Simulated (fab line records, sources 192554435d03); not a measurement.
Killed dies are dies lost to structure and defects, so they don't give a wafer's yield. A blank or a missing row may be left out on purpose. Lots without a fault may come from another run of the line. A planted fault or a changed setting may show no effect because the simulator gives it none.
Chamber matching | flow n5_finfet | N5_BEOL_M13_DEP_53 on pecvd-03: 3 sister chambers
The step deposits SiCN from 3MS/NH3, target thk 50 nm, time 17.8 s. 6 wafers are shown with their chamber, then 9 later ones without.

WAFERS WITH THEIR CHAMBER
wafer  | chamber | throttle_valve_pct (%) | showerhead_plenum_p_Torr (Torr)
L088.1 | 0       | 18.0                   | 4.140
L088.2 | 1       | 18.8                   | 4.109
L088.3 | 2       | 17.4                   | 4.160
L089.2 | 1       | 18.6                   | 4.133
L089.4 | 0       | 18.0                   | 4.145
L089.6 | 2       | 17.7                   | 4.152

WAFERS WITHOUT THEIR CHAMBER
wafer  | throttle_valve_pct (%) | showerhead_plenum_p_Torr (Torr)
L091.1 | 18.8                   | 4.117
L091.2 | 17.2                   | 4.150
L091.4 | 18.8                   | 4.119
L094.2 | 17.7                   | 4.157
L094.3 | 18.8                   | 4.117
L094.5 | 17.5                   | 4.162
L093.1 | 18.7                   | 4.115
L093.5 | 18.5                   | 4.155
L093.6 | 17.5                   | 4.158

WHICH CHAMBER EACH WENT THROUGH
wafer  | from the rows above     | in truth
L091.1 | 1                       | 1
L091.2 | 2                       | 2
L091.4 | 1                       | 1
L094.2 | can't be placed: 2 or 0 | 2
L094.3 | 1                       | 1
L094.5 | 2                       | 2
L093.1 | 1                       | 1
L093.5 | can't be placed: 1 or 0 | 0
L093.6 | 2                       | 2
Placed correctly: 7 of 9. Can't be placed from these rows: 2 (the true chamber is among the candidates in 2). Placed wrongly: 0.
How it was worked out, from the rows above alone: a wafer's distance from a chamber is the root of the sum, over the readings, of the square of ((its reading less the chamber's mean) divided by the reading's scatter). The wafer belongs to the nearest chamber; if the next one is less than 2 further off, it can't be placed. A chamber's mean is the mean of its shown wafers. The scatter: the root of (the sum of the squares of (reading less its chamber's mean) over the shown wafers, divided by (wafers less chambers)).
